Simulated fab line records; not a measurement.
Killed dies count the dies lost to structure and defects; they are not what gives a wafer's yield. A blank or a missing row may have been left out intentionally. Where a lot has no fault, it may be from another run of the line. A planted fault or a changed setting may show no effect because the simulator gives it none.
What tool caused it? | flow n5Finfet | 9 lots, 27 wafers sampled, at 6 steps of a route of 1938

## WHAT EACH GAUGE READ, for each wafer
N5_PMOS_HMC_CHANNEL_EPI_CD_MEAS_09 targets a cd of 237.4 nm.
lot  | measured    | on       | cdNm (nm)
L888 | day 1 17:34 | cdSem-01 | 237.1 235.7 237.2
L890 | day 2 05:18 | cdSem-03 | 236.0 235.7 236.9
L894 | day 3 05:40 | cdSem-02 | 236.1 235.2 236.1
L896 | day 3 17:20 | cdSem-03 | 237.2 237.9 238.3
L899 | day 4 12:12 | cdSem-03 | 236.3 236.6 236.5
L906 | day 6 05:17 | cdSem-01 | 237.7 237.6 236.6
L908 | day 6 18:16 | cdSem-01 | 237.0 238.9 236.5
L910 | day 7 05:49 | cdSem-02 | 236.6 236.4 235.8
L911 | day 7 11:22 | cdSem-01 | 236.7 237.4 238.4

N5_PMOS_HMC_CHANNEL_EPI_THK_MEAS_22.
lot  | measured    | on           | HMC_CMP_THK (nm)
L888 | day 1 20:50 | filmMetro-01 | 54.2 53.6 53.8
L890 | day 2 08:25 | filmMetro-02 | 54.1 56.1 55.0
L894 | day 3 08:34 | filmMetro-02 | 56.2 54.7 53.7
L896 | day 3 20:05 | filmMetro-01 | 54.7 54.3 55.0
L899 | day 4 14:59 | filmMetro-01 | 53.1 54.4 53.2
L906 | day 6 08:19 | filmMetro-01 | 41.2 52.9 41.1
L908 | day 6 20:37 | filmMetro-02 | 55.2 40.6 40.8
L910 | day 7 08:11 | filmMetro-01 | 53.0 52.3 53.8
L911 | day 7 13:51 | filmMetro-01 | 54.4 53.0 53.3

N5_BEOL_M4_RC_MEAS_101.
lot  | measured     | on        | CJ_P           | DIBL_N (mV/V)  | DIBL_P (mV/V)  | IOFF_N (nA/um) | IOFF_P (nA/um) | ION_N (uA/um) | ION_P (uA/um) | SS_N (mV/dec)  | SS_P (mV/dec)  | VT_N (mV)   | VT_P (mV)
L888 | day 7 21:26  | prober-01 | 5.75 5.87 5.86 | 35.8 36.0 37.5 | 36.0 36.6 38.2 | 0.16 0.16 0.18 | 0.24 0.24 0.26 | 689 682 693   | 488 473 484   | 71.3 71.6 71.4 | 73.0 73.7 73.5 | 246 248 246 | -246 -245 -244
L890 | day 8 14:53  | prober-01 | 5.82 5.50 5.74 | 33.7 32.8 34.0 | 35.1 33.8 34.8 | 0.12 0.10 0.12 | 0.17 0.15 0.16 | 662 649 662   | 457 440 452   | 70.5 70.6 70.7 | 72.7 72.9 72.3 | 252 257 253 | -252 -256 -257
L894 | day 9 13:36  | prober-01 | 5.16 5.56 5.57 | 37.9 37.7 36.2 | 37.5 38.5 37.0 | 0.18 0.18 0.14 | 0.21 0.22 0.19 | 657 675 659   | 445 456 449   | 72.1 71.6 71.4 | 73.3 73.6 72.8 | 250 247 253 | -250 -253 -251
L896 | day 9 22:05  | prober-02 | 5.56 5.74 5.31 | 38.2 38.9 39.4 | 36.8 38.7 37.6 | 0.18 0.22 0.21 | 0.22 0.26 0.22 | 670 683 666   | 460 461 452   | 72.3 71.8 72.5 | 73.4 73.8 73.1 | 246 242 247 | -249 -247 -252
L899 | day 10 20:10 | prober-01 | 5.85 5.64 5.89 | 36.6 37.5 34.7 | 35.9 37.5 34.7 | 0.15 0.17 0.13 | 0.19 0.22 0.18 | 674 684 670   | 461 471 464   | 71.2 71.4 71.0 | 73.1 73.5 73.2 | 252 250 252 | -253 -250 -253
L906 | day 12 08:43 | prober-02 | 6.39 6.04 6.42 | 36.3 35.7 32.1 | 37.1 35.9 32.2 | 0.17 0.15 0.10 | 0.20 0.21 0.14 | 673 678 661   | 421 473 411   | 71.9 71.7 71.4 | 73.8 73.5 72.6 | 248 250 255 | -252 -248 -257
L908 | day 13 06:46 | prober-02 | 5.70 6.57 6.56 | 38.5 34.8 36.3 | 39.1 34.5 36.2 | 0.22 0.14 0.18 | 0.26 0.16 0.18 | 699 669 696   | 473 417 421   | 71.3 70.4 70.7 | 75.0 73.2 73.8 | 245 253 247 | -248 -253 -254
L910 | day 13 08:25 | prober-01 | 6.03 6.05 5.92 | 35.1 35.8 37.7 | 37.3 37.5 41.0 | 0.16 0.16 0.22 | 0.20 0.20 0.26 | 677 684 690   | 466 464 468   | 70.8 71.4 71.8 | 72.6 73.9 74.3 | 249 250 247 | -250 -250 -248
L911 | day 13 18:50 | prober-01 | 5.60 5.93 5.82 | 36.3 38.0 37.9 | 35.6 38.2 38.1 | 0.15 0.18 0.18 | 0.20 0.25 0.24 | 679 682 688   | 466 469 469   | 71.5 72.5 71.8 | 73.2 74.5 73.6 | 249 248 249 | -251 -249 -247

## TOOL THAT RAN EACH LOT (tool first, then ch and the chambers of the sampled wafers, then the start)
lot  | N5_PMOS_HMC_CHANNEL_EPI_ETCH_38 | N5_PMOS_HMC_CHANNEL_EPI_FIN_RECESS_16 | N5_PMOS_HMC_CHANNEL_EPI_CMP_21
L888 | rieSi-04 ch 1,2,3, day 1 18:05  | rieSi-04 ch 1,2,3, day 1 18:07        | cmp-01 ch 2,3, day 1 20:33
L890 | rieSi-06 ch 0,2,3, day 2 06:11  | rieSi-06 ch 0,2,3, day 2 06:13        | cmp-01 ch 0,1,2, day 2 08:07
L894 | rieSi-06 ch 0,1,2, day 3 06:11  | rieSi-06 ch 0,1,2, day 3 06:13        | cmp-02 ch 0,1,3, day 3 08:17
L896 | rieSi-04 ch 0,3, day 3 17:52    | rieSi-04 ch 0,3, day 3 17:53          | cmp-02 ch 0,1,2, day 3 19:49
L899 | rieSi-04 ch 2,3, day 4 12:45    | rieSi-04 ch 2,3, day 4 12:46          | cmp-01 ch 0,1,3, day 4 14:41
L906 | rieSi-04 ch 0,2, day 6 06:29    | rieSi-04 ch 0,2, day 6 06:30          | cmp-01 ch 0,2, day 6 08:04
L908 | rieSi-04 ch 0,1,2, day 6 18:47  | rieSi-04 ch 0,1,2, day 6 18:48        | cmp-03 ch 2,3, day 6 20:19
L910 | rieSi-02 ch 0,2,3, day 7 06:21  | rieSi-02 ch 0,2,3, day 7 06:22        | cmp-03 ch 0,1,2, day 7 07:56
L911 | rieSi-02 ch 0,3, day 7 12:01    | rieSi-02 ch 0,3, day 7 12:02          | cmp-02 ch 0,2,3, day 7 13:37
- N5_PMOS_HMC_CHANNEL_EPI_ETCH_38: etches SiO2 in CF4, target depth 1.5 nm.
- N5_PMOS_HMC_CHANNEL_EPI_FIN_RECESS_16: chemistry HBr/Cl2, target Si, target depth 54 nm, time 18 s.
- N5_PMOS_HMC_CHANNEL_EPI_CMP_21: polishes SiGe30, target thk 54 nm.

## AS READ BY THE TOOLS THEMSELVES (means over the sampled wafers that have a number; for cases with no such wafer, the mark the record gives instead)
N5_PMOS_HMC_CHANNEL_EPI_ETCH_38.
lot  | tool     | drypumpMotorCurrentA (A) | oesProductAu (a.u.) | rfFwdPowerW (W) | throttleValvePct (%)
L888 | rieSi-04 | 6.3                      | 0.994               | 788             | 22.0
L890 | rieSi-06 | 6.1                      | 1.019               | 781             | 21.7
L894 | rieSi-06 | 5.6                      | 1.022               | 782             | 21.5
L896 | rieSi-04 | 6.3                      | 1.003               | 787             | 22.1
L899 | rieSi-04 | 6.5                      | 0.999               | 785             | 21.9
L906 | rieSi-04 | 5.8                      | 0.993               | 785             | 21.6
L908 | rieSi-04 | 6.0                      | 1.001               | 785             | 21.7
L910 | rieSi-02 | 5.5                      | 1.001               | 780             | 22.0
L911 | rieSi-02 | 5.6                      | 1.016               | 780             | 22.0

N5_PMOS_HMC_CHANNEL_EPI_FIN_RECESS_16.
lot  | tool     | drypumpMotorCurrentA (A) | oesProductAu (a.u.) | rfFwdPowerW (W) | throttleValvePct (%)
L888 | rieSi-04 | 6.3                      | 0.999               | 796.4           | 35.7
L890 | rieSi-06 | 6.1                      | 1.021               | 795.6           | 35.2
L894 | rieSi-06 | 5.6                      | 1.014               | 796.2           | 35.1
L896 | rieSi-04 | 6.3                      | 1.003               | 797.5           | 35.6
L899 | rieSi-04 | 6.5                      | 0.997               | 795.6           | 35.6
L906 | rieSi-04 | 5.9                      | 0.989               | 799.2           | 35.1
L908 | rieSi-04 | 6.0                      | 1.002               | 797.8           | 35.3
L910 | rieSi-02 | 5.5                      | 1.001               | 793.1           | 35.7
L911 | rieSi-02 | 5.6                      | 1.014               | 793.7           | 35.8

N5_PMOS_HMC_CHANNEL_EPI_CMP_21.
lot  | tool   | motorCurrentA (A)
L888 | cmp-01 | 11.9
L890 | cmp-01 | 12.1
L894 | cmp-02 | 10.1
L896 | cmp-02 | 11.5
L899 | cmp-01 | 12.2
L906 | cmp-01 | 11.5
L908 | cmp-03 | 11.7
L910 | cmp-03 | 11.7
L911 | cmp-02 | 11.2

## THE ANSWER, worked out from the rows above alone
Rule: the usual values come from the lots themselves. Put in order of their means at a reading, lots are off if they are a third of the lots or fewer, leave a main group of 4 or more, and stand apart from it by a gap of 3 or more times the standard deviation of the main group's means; of several such gaps the widest counts. A main group whose means are all the same, to the digits that the tables above print for the reading, isn't used. Also off: a lot with no number at a reading for which 4 or more lots have one. The other lots that the step has rows for count as sound. Order of review: gauges by route order, followed by the tools' own readings, for which a lot's mean as printed above is used. At the first step where some lot is off, the reading lying furthest off is the one used; lots without a number count as furthest.
Off: L906, L908, seen at N5_PMOS_HMC_CHANNEL_EPI_THK_MEAS_22 (HMC_CMP_THK). For the main group the mean is 54.1 nm and the standard deviation 0.72.
If a tool, at a process step before that reading, ran all the lots that are off and no sound lot after the first of them, it fits. Those tools and the gauges at N5_PMOS_HMC_CHANNEL_EPI_THK_MEAS_22 are tried in the same way. One fits: rieSi-04 at N5_PMOS_HMC_CHANNEL_EPI_ETCH_38 and N5_PMOS_HMC_CHANNEL_EPI_FIN_RECESS_16. At N5_PMOS_HMC_CHANNEL_EPI_ETCH_38 its last sound lot is L899 (day 4 12:45), its first lot that is off L906 (day 6 06:29): a fault that began between those two fits.

## WHAT HAD BEEN PUT IN BY THE SIMULATOR
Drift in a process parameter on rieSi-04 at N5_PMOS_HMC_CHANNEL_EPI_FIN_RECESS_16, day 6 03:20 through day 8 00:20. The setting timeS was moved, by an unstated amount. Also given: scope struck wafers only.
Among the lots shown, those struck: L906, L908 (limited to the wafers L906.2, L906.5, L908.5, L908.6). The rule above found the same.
